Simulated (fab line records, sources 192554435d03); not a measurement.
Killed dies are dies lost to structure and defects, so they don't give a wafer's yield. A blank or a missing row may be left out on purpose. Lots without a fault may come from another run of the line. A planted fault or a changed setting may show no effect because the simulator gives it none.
fab line records | flow n5_finfet
record lots=24 wafers=72 last_day=19
route steps=1938 shown BEOL_M8@1367 BEOL_M9@1456 BEOL_M10@1483
lots that met no fault: from a run of the same line without faults
start_h: hours from the record's first day to the start of the lot's first wafer shown | wait_h: hours since the lot's step before | " the same as in the row above | L1.1+2: a row that stands for several wafers | - no value, or no start given | * or withheld: withheld | < > ~ a bound
route shown NAME@n: a module of which the file shows steps, and the number in the route of the first | usual: mean/standard deviation of fault-free wafers | same: alike in all rows | chamber/n: place in a boat | sites: the reading at each site | _std_site: their standard deviation | _edge_site: outer sites' mean less inner sites' | radius_mm: how far each site lies from the wafer's centre | mask NAME#n: copy n | behind: the tool/chamber that last shaped the wafer | hold: why the lot was held/for how many hours/how that ended | device: the transistor (n, p or np) that didn't switch | end of line: the same wafers' tests at the end of the route | a step without rows: its recipe alone | killed: dies lost to structure and defects at the first sort, not the wafer's yield | map: a wafer's dies, x killed, . not, _ none there
set.NAME: the setting as run; set.NAME@STEP: as run at that earlier step | model.NAME: the simulator's own value behind a step, which no gauge read
steps of the route over a sample of lots; a table a step, a row a wafer
services: from which hour (start_h, from the record's first day; less than 0 if before it) a tool's chamber was out of use, for how many hours, and why
## steps
# step N5_BEOL_M8_INSPECT_30
# recipe mode=adi inspect_instrument=brightfield
# usual raw_defect_count=410/78
# columns lot.wafer tool chamber start_h wait_h raw_defect_count
L075.2 defect_inspect-01 - 212.48 0.0 404
L075.3 " - " " 455
L075.5 " - " " 321
L074.2 defect_inspect-01 - 228.23 0.0 528
L074.3 " - " " 416
L074.6 " - " " 516
L077.3 defect_inspect-02 - 235.84 0.0 531
L077.5 " - " " 496
L077.6 " - " " 391
L076.1 defect_inspect-02 - 236.17 0.1 403
L076.4 " - " " 467
L076.5 " - " " 332
L078.1 defect_inspect-01 - 247.14 0.1 417
L078.2 " - " " 404
L078.3 " - " " 509
L079.2 defect_inspect-02 - 265.52 0.0 430
L079.4 " - " " 389
L079.6 " - " " 321
L082.4 defect_inspect-02 - 269.95 0.0 437
L082.5 " - " " 359
L082.6 " - " " 478
L081.2 defect_inspect-01 - 274.87 0.0 395
L081.3 " - " " 273
L081.5 " - " " 450
L080.1 defect_inspect-01 - 284.48 0.1 542
L080.2 " - " " 302
L080.6 " - " " 424
L083.2 defect_inspect-02 - 284.53 0.1 286
L083.3 " - " " 320
L083.5 " - " " 289
L084.1 defect_inspect-01 - 284.57 0.1 520
L084.4 " - " " 277
L084.6 " - " " 346
L085.2 defect_inspect-01 - 287.89 0.0 577
L085.3 " - " " 433
L085.6 " - " " 589
L086.2 defect_inspect-02 - 295.07 0.0 391
L086.3 " - " " 369
L086.4 " - " " 410
L088.2 defect_inspect-02 - 314.32 0.0 427
L088.5 " - " " 387
L088.6 " - " " 355
L087.1 defect_inspect-02 - 317.56 0.1 451
L087.2 " - " " 554
L087.6 " - " " 455
L091.3 defect_inspect-02 - 322.46 0.0 424
L091.4 " - " " 331
L091.6 " - " " 499
L089.2 defect_inspect-02 - 329.67 0.0 467
L089.4 " - " " 548
L089.5 " - " " 501
L090.2 defect_inspect-01 - 348.07 0.0 394
L090.3 " - " " 355
L090.4 " - " " 357
L093.1 defect_inspect-02 - 355.84 0.1 447
L093.2 " - " " 293
L093.4 " - " " 372
L092.4 defect_inspect-01 - 355.89 0.0 358
L092.5 " - " " 310
L092.6 " - " " 379
L094.1 defect_inspect-01 - 377.55 0.1 452
L094.2 " - " " 338
L094.3 " - " " 405
L096.3 defect_inspect-01 - 377.76 0.0 354
L096.5 " - " " 430
L096.6 " - " " 383
L095.1 defect_inspect-02 - 377.97 0.1 421
L095.4 " - " " 471
L095.5 " - " " 408
L097.1 defect_inspect-01 - 380.75 0.1 321
L097.5 " - " " 252
L097.6 " - " " 414
# step N5_BEOL_M8_CURE_75
# recipe temp_c=370 time_s=120 ambient=DMADMS/He material=SiCOH_lowk
# usual lamp_power_pct=52.31/0.049 wafer_temp_C_max=371.9/0.54
# columns lot.wafer tool chamber start_h wait_h lamp_power_pct wafer_temp_C_max
L075.2 uv_cure-01 2 213.20 0.1 52.33 372.3
L075.3 " 2 " " 52.26 372.6
L075.5 " 2 " " 52.29 373.8
L074.2 uv_cure-03 1 228.94 0.1 52.29 372.5
L074.3 " 1 " " 52.30 372.0
L074.6 " 1 " " 52.20 372.0
L077.3 uv_cure-01 0 236.60 0.1 52.31 371.3
L077.5 " 0 " " 52.35 371.3
L077.6 " 0 " " 52.30 371.7
L076.1 uv_cure-02 0 237.13 0.0 52.36 372.2
L076.4 " 0 " " 52.22 372.1
L076.5 " 0 " " 52.35 372.2
L078.1 uv_cure-02 2 247.84 0.0 52.38 371.8
L078.2 " 2 " " 52.28 372.0
L078.3 " 2 " " 52.26 371.5
L079.2 uv_cure-03 1 266.34 0.1 52.34 372.6
L079.4 " 1 " " 52.33 372.2
L079.6 " 1 " " 52.36 371.7
L082.4 uv_cure-03 0 271.01 0.2 52.29 371.5
L082.5 " 0 " " 52.28 371.6
L082.6 " 0 " " 52.38 371.7
L081.2 uv_cure-03 2 275.75 0.3 52.26 371.3
L081.3 " 2 " " 52.33 371.8
L081.5 " 2 " " 52.25 371.6
L080.1 uv_cure-03 1 285.14 0.0 52.40 372.2
L080.2 " 1 " " 52.27 371.9
L080.6 " 1 " " 52.31 371.6
L083.2 uv_cure-02 1 285.35 0.1 52.25 372.6
L083.3 " 1 " " 52.38 371.7
L083.5 " 1 " " 52.25 371.4
L084.1 uv_cure-01 1 285.48 0.0 52.39 372.1
L084.4 " 1 " " 52.23 372.4
L084.6 " 1 " " 52.32 372.3
L085.2 uv_cure-01 2 288.92 0.2 52.37 372.6
L085.3 " 2 " " 52.27 371.6
L085.6 " 2 " " 52.34 371.7
L086.2 uv_cure-03 2 295.82 0.1 52.27 371.1
L086.3 " 2 " " 52.41 371.4
L086.4 " 2 " " 52.27 372.7
L088.2 uv_cure-02 1 317.06 0.1 52.32 371.4
L088.5 " 1 " " 52.32 372.0
L088.6 " 1 " " 52.21 371.0
L087.1 uv_cure-02 0 320.97 0.0 52.35 372.0
L087.2 " 0 " " 52.37 371.7
L087.6 " 0 " " 52.26 371.9
L091.3 uv_cure-02 2 323.30 0.1 52.30 370.9
L091.4 " 2 " " 52.31 371.1
L091.6 " 2 " " 52.30 371.4
L089.2 uv_cure-01 2 331.28 0.1 52.31 372.2
L089.4 " 2 " " 52.27 373.0
L089.5 " 2 " " 52.29 372.7
L090.2 uv_cure-01 1 348.78 0.1 52.37 372.2
L090.3 " 1 " " 52.51 371.9
L090.4 " 1 " " 52.31 372.1
L093.1 uv_cure-03 1 356.50 0.0 52.22 372.3
L093.2 " 1 " " 52.29 372.2
L093.4 " 1 " " 52.29 372.5
L092.4 uv_cure-02 0 356.72 0.2 52.27 371.7
L092.5 " 0 " " 52.34 372.3
L092.6 " 0 " " 52.32 372.2
L094.1 uv_cure-02 2 378.21 0.0 52.31 371.4
L094.2 " 2 " " 52.32 371.1
L094.3 " 2 " " 52.34 371.1
L096.3 uv_cure-03 0 378.76 0.2 52.27 371.6
L096.5 " 0 " " 52.37 371.6
L096.6 " 0 " " 52.28 371.7
L095.1 uv_cure-03 1 379.02 0.0 52.30 372.3
L095.4 " 1 " " 52.35 372.0
L095.5 " 1 " " 52.31 372.7
L097.1 uv_cure-03 1 381.41 0.0 52.27 371.5
L097.5 " 1 " " 52.41 371.6
L097.6 " 1 " " 52.40 371.8
# step N5_BEOL_M8_RS_MEAS_57
# recipe thk_meas_gauge=four-point-probe reads=Cu_of_BEOL_M8_ECD_50+Co_of_BEOL_M8_CVD_78+TaN_of_BEOL_M8_ALD_77
# usual M8_RS=0.285/0.008
# columns lot.wafer tool chamber start_h wait_h M8_RS[ohm/sq]
L075.2 film_metro-02 - 217.87 0.1 0.282
L075.3 " - " " 0.286
L075.5 " - " " 0.279
L074.2 film_metro-01 - 234.91 0.1 0.287
L074.3 " - " " 0.282
L074.6 " - " " 0.288
L077.3 film_metro-01 - 242.08 0.1 0.292
L077.5 " - " " 0.295
L077.6 " - " " 0.301
L076.1 film_metro-01 - 245.08 0.1 0.288
L076.4 " - " " 0.289
L076.5 " - " " 0.287
L078.1 film_metro-01 - 251.80 0.1 0.290
L078.2 " - " " 0.290
L078.3 " - " " 0.288
L079.2 film_metro-02 - 269.20 0.1 0.281
L079.4 " - " " 0.283
L079.6 " - " " 0.289
L082.4 film_metro-01 - 273.87 0.0 0.286
L082.5 " - " " 0.277
L082.6 " - " " 0.286
L081.2 film_metro-02 - 277.96 0.1 0.282
L081.3 " - " " 0.281
L081.5 " - " " 0.282
L080.1 film_metro-01 - 287.99 0.1 0.288
L080.2 " - " " 0.282
L080.6 " - " " 0.290
L083.2 film_metro-02 - 288.25 0.1 0.295
L083.3 " - " " 0.288
L083.5 " - " " 0.285
L084.1 film_metro-01 - 289.10 0.1 0.270
L084.4 " - " " 0.267
L084.6 " - " " 0.272
L085.2 film_metro-02 - 292.40 0.1 0.268
L085.3 " - " " 0.274
L085.6 " - " " 0.267
L086.2 film_metro-02 - 297.94 0.1 0.291
L086.3 " - " " 0.285
L086.4 " - " " 0.278
L088.2 film_metro-01 - 319.26 0.1 0.290
L088.5 " - " " 0.290
L088.6 " - " " 0.288
L087.1 film_metro-02 - 324.71 0.1 0.278
L087.2 " - " " 0.287
L087.6 " - " " 0.283
L091.3 film_metro-02 - 326.65 0.1 0.274
L091.4 " - " " 0.276
L091.6 " - " " 0.288
L089.2 film_metro-02 - 333.48 0.1 0.298
L089.4 " - " " 0.305
L089.5 " - " " 0.308
L090.2 film_metro-02 - 351.00 0.1 0.299
L090.3 " - " " 0.288
L090.4 " - " " 0.291
L093.1 film_metro-02 - 360.15 0.1 0.285
L093.2 " - " " 0.286
L093.4 " - " " 0.273
L092.4 film_metro-01 - 360.82 0.0 0.276
L092.5 " - " " 0.286
L092.6 " - " " 0.273
L094.1 film_metro-02 - 380.07 0.1 0.285
L094.2 " - " " 0.283
L094.3 " - " " 0.278
L096.3 film_metro-01 - 382.17 0.1 0.287
L096.5 " - " " 0.288
L096.6 " - " " 0.285
L095.1 film_metro-01 - 382.75 0.1 0.290
L095.4 " - " " 0.281
L095.5 " - " " 0.286
L097.1 film_metro-01 - 383.63 0.1 0.285
L097.5 " - " " 0.287
L097.6 " - " " 0.286
# step N5_BEOL_M9_DEGAS_44
# recipe ambient=vacuum temp_c=250 time_s=60
# usual heater_power_w=334/49
# columns lot.wafer tool chamber start_h wait_h heater_power_w
L075.2 pvd_sputter-03 - 226.09 0.2 299
L075.3 " - " " 339
L075.5 " - " " 301
L074.2 pvd_sputter-02 - 240.73 1.9 349
L074.3 " - " " 416
L074.6 " - " " 328
L077.3 pvd_sputter-03 - 250.90 0.2 300
L077.5 " - " " 294
L077.6 " - " " 378
L076.1 pvd_sputter-03 - 253.76 0.9 291
L076.4 " - " " 301
L076.5 " - " " 298
L078.1 pvd_sputter-01 - 266.33 0.5 344
L078.2 " - " " 339
L078.3 " - " " 223
L079.2 pvd_sputter-02 - 275.75 0.3 417
L079.4 " - " " 366
L079.6 " - " " 341
L082.4 pvd_sputter-02 - 280.03 1.7 330
L082.5 " - " " 422
L082.6 " - " " 330
L081.2 pvd_sputter-02 - 285.31 0.7 319
L081.3 " - " " 337
L081.5 " - " " 338
L080.1 pvd_sputter-03 - 293.94 0.9 330
L080.2 " - " " 299
L080.6 " - " " 299
L083.2 pvd_sputter-02 - 294.29 0.2 340
L083.3 " - " " 328
L083.5 " - " " 411
L084.1 pvd_sputter-01 - 295.17 0.9 222
L084.4 " - " " 339
L084.6 " - " " 224
L085.2 pvd_sputter-01 - 298.11 0.9 341
L085.3 " - " " 354
L085.6 " - " " 220
L086.2 pvd_sputter-01 - 301.84 0.2 222
L086.3 " - " " 360
L086.4 " - " " 340
L088.2 pvd_sputter-03 - 323.14 0.3 302
L088.5 " - " " 301
L088.6 " - " " 387
L087.1 pvd_sputter-02 - 330.78 0.4 402
L087.2 " - " " 347
L087.6 " - " " 402
L091.3 pvd_sputter-03 - 333.18 0.9 376
L091.4 " - " " 336
L091.6 " - " " 298
L089.2 pvd_sputter-01 - 345.90 0.4 367
L089.4 " - " " 220
L089.5 " - " " 340
L090.2 pvd_sputter-03 - 359.18 0.6 334
L090.3 " - " " 376
L090.4 " - " " 295
L093.1 pvd_sputter-03 - 366.25 0.3 307
L093.2 " - " " 336
L093.4 " - " " 298
L092.4 pvd_sputter-03 - 369.09 1.9 353
L092.5 " - " " 388
L092.6 " - " " 295
L094.1 pvd_sputter-01 - 386.42 1.1 225
L094.2 " - " " 365
L094.3 " - " " 347
L096.3 pvd_sputter-01 - 389.43 1.9 331
L096.5 " - " " 347
L096.6 " - " " 354
L097.1 pvd_sputter-01 - 390.55 0.5 352
L097.5 " - " " 221
L097.6 " - " " 346
L095.1 pvd_sputter-01 - 391.11 0.6 336
L095.4 " - " " 357
L095.5 " - " " 355
# step N5_BEOL_M9_THK_MEAS_53
# recipe thk_meas_gauge=xrf reads=Cu_of_BEOL_M9_ECD_50
# usual M9_THK=138.8/2.8
# columns lot.wafer tool chamber start_h wait_h M9_THK[nm]
L075.2 film_metro-02 - 230.49 - 137.0
L075.3 " - " " 144.0
L075.5 " - " " 140.2
L074.2 film_metro-02 - 246.51 - 140.7
L074.3 " - " " 136.0
L074.6 " - " " 138.2
L077.3 film_metro-02 - 254.13 - 135.6
L077.5 " - " " 136.7
L077.6 " - " " 135.5
L076.1 film_metro-02 - 256.59 - 142.8
L076.4 " - " " 135.3
L076.5 " - " " 137.9
L078.1 film_metro-02 - 268.64 - 140.2
L078.2 " - " " 141.7
L078.3 " - " " 135.9
L079.2 film_metro-02 - 277.28 - 138.5
L079.4 " - " " 146.5
L079.6 " - " " 135.9
L082.4 film_metro-02 - 281.62 - 139.1
L082.5 " - " " 138.5
L082.6 " - " " 143.5
L081.2 film_metro-01 - 286.73 - 140.6
L081.3 " - " " 135.8
L081.5 " - " " 135.4
L080.1 film_metro-01 - 295.49 - 139.2
L080.2 " - " " 134.4
L080.6 " - " " 135.5
L083.2 film_metro-02 - 296.10 - 138.9
L083.3 " - " " 139.0
L083.5 " - " " 140.7
L084.1 film_metro-02 - 297.28 - 137.5
L084.4 " - " " 138.2
L084.6 " - " " 144.1
L085.2 film_metro-02 - 299.69 - 135.1
L085.3 " - " " 137.8
L085.6 " - " " 137.0
L086.2 film_metro-01 - 303.63 - 141.8
L086.3 " - " " 134.7
L086.4 " - " " 137.3
L088.2 film_metro-02 - 325.13 - 144.0
L088.5 " - " " 141.9
L088.6 " - " " 137.0
L087.1 film_metro-02 - 332.20 - 136.4
L087.2 " - " " 135.5
L087.6 " - " " 137.7
L091.3 film_metro-02 - 334.90 - 139.1
L091.4 " - " " 138.9
L091.6 " - " " 137.8
L089.2 film_metro-01 - 347.57 - 141.2
L089.4 " - " " 136.1
L089.5 " - " " 141.3
L090.2 film_metro-02 - 362.11 - 138.1
L090.3 " - " " 135.2
L090.4 " - " " 132.8
L093.1 film_metro-01 - 368.59 - 136.4
L093.2 " - " " 138.3
L093.4 " - " " 144.8
L092.4 film_metro-01 - 372.42 - 139.2
L092.5 " - " " 137.0
L092.6 " - " " 138.4
L094.1 film_metro-01 - 388.75 - 136.7
L094.2 " - " " 140.1
L094.3 " - " " 136.6
L096.3 film_metro-01 - 391.19 - 141.7
L096.5 " - " " 139.2
L096.6 " - " " 139.5
L097.1 film_metro-02 - 392.37 - 138.2
L097.5 " - " " 139.3
L097.6 " - " " 141.6
L095.1 film_metro-02 - 392.84 - 139.6
L095.4 " - " " 137.3
L095.5 " - " " 134.4
# step N5_BEOL_M10_CD_MEAS_11
# recipe target_cd_nm=64.1 landing_energy_ev=500 detector=se_inlens polarity=opening
# usual cd_nm=64.0/0.57
# columns lot.wafer tool chamber start_h wait_h cd_nm
L075.2 cd_sem-02 0 233.47 - 63.4
L075.3 " 0 " " 63.3
L075.5 " 0 " " 64.0
L074.2 cd_sem-03 0 248.29 - 63.6
L074.3 " 0 " " 63.7
L074.6 " 0 " " 63.8
L077.3 cd_sem-03 0 256.37 - 64.5
L077.5 " 0 " " 64.9
L077.6 " 0 " " 64.1
L076.1 cd_sem-01 0 262.50 - 64.5
L076.4 " 0 " " 64.0
L076.5 " 0 " " 64.8
L078.1 cd_sem-03 0 271.48 - 64.2
L078.2 " 0 " " 63.4
L078.3 " 0 " " 63.9
L079.2 cd_sem-03 0 280.61 - 63.3
L079.4 " 0 " " 65.0
L079.6 " 0 " " 64.1
L082.4 cd_sem-01 0 285.50 - 64.5
L082.5 " 0 " " 63.9
L082.6 " 0 " " 63.7
L081.2 cd_sem-03 0 289.16 - 64.1
L081.3 " 0 " " 63.5
L081.5 " 0 " " 63.9
L080.1 cd_sem-02 0 297.37 - 63.6
L080.2 " 0 " " 63.8
L080.6 " 0 " " 63.6
L083.2 cd_sem-02 0 297.74 - 64.4
L083.3 " 0 " " 63.7
L083.5 " 0 " " 64.1
L084.1 cd_sem-03 0 298.79 - 64.6
L084.4 " 0 " " 64.7
L084.6 " 0 " " 64.7
L085.2 cd_sem-02 0 301.70 - 64.7
L085.3 " 0 " " 64.1
L085.6 " 0 " " 64.2
L086.2 cd_sem-01 0 305.58 - 63.5
L086.3 " 0 " " 63.7
L086.4 " 0 " " 63.3
L088.2 cd_sem-03 0 327.23 - 65.5
L088.5 " 0 " " 65.5
L088.6 " 0 " " 64.4
L087.1 cd_sem-01 0 334.11 - 63.5
L087.2 " 0 " " 63.9
L087.6 " 0 " " 63.9
L091.3 cd_sem-01 0 337.30 - 64.5
L091.4 " 0 " " 64.8
L091.6 " 0 " " 64.4
L089.2 cd_sem-03 0 349.49 - 64.3
L089.4 " 0 " " 63.4
L089.5 " 0 " " 63.5
L090.2 cd_sem-02 0 365.61 - 64.0
L090.3 " 0 " " 64.2
L090.4 " 0 " " 63.6
L093.1 cd_sem-01 0 370.35 - 64.0
L093.2 " 0 " " 63.9
L093.4 " 0 " " 64.3
L092.4 cd_sem-03 0 374.76 - 64.1
L092.5 " 0 " " 64.5
L092.6 " 0 " " 64.4
L094.1 cd_sem-02 0 390.77 - 63.1
L094.2 " 0 " " 63.4
L094.3 " 0 " " 63.5
L096.3 cd_sem-02 0 396.91 - 63.2
L096.5 " 0 " " 63.8
L096.6 " 0 " " 64.3
L097.1 cd_sem-02 0 397.25 - 63.5
L097.5 " 0 " " 63.5
L097.6 " 0 " " 64.3
L095.1 cd_sem-03 0 398.30 - 63.7
L095.4 " 0 " " 64.4
L095.5 " 0 " " 63.9
## services
# columns tool chamber start_h hours kind
uv_cure-03 - 224.02 0.2 repair
uv_cure-01 - 224.39 3.7 repair
uv_cure-03 - 254.35 7.5 pm
pvd_sputter-03 - 256.81 10.5 repair
uv_cure-02 - 274.02 7.5 pm
uv_cure-01 - 298.48 0.3 repair
uv_cure-01 - 384.23 2.1 pm
uv_cure-02 - 387.73 0.5 repair
uv_cure-02 - 388.71 0.6 repair
## key
fault none
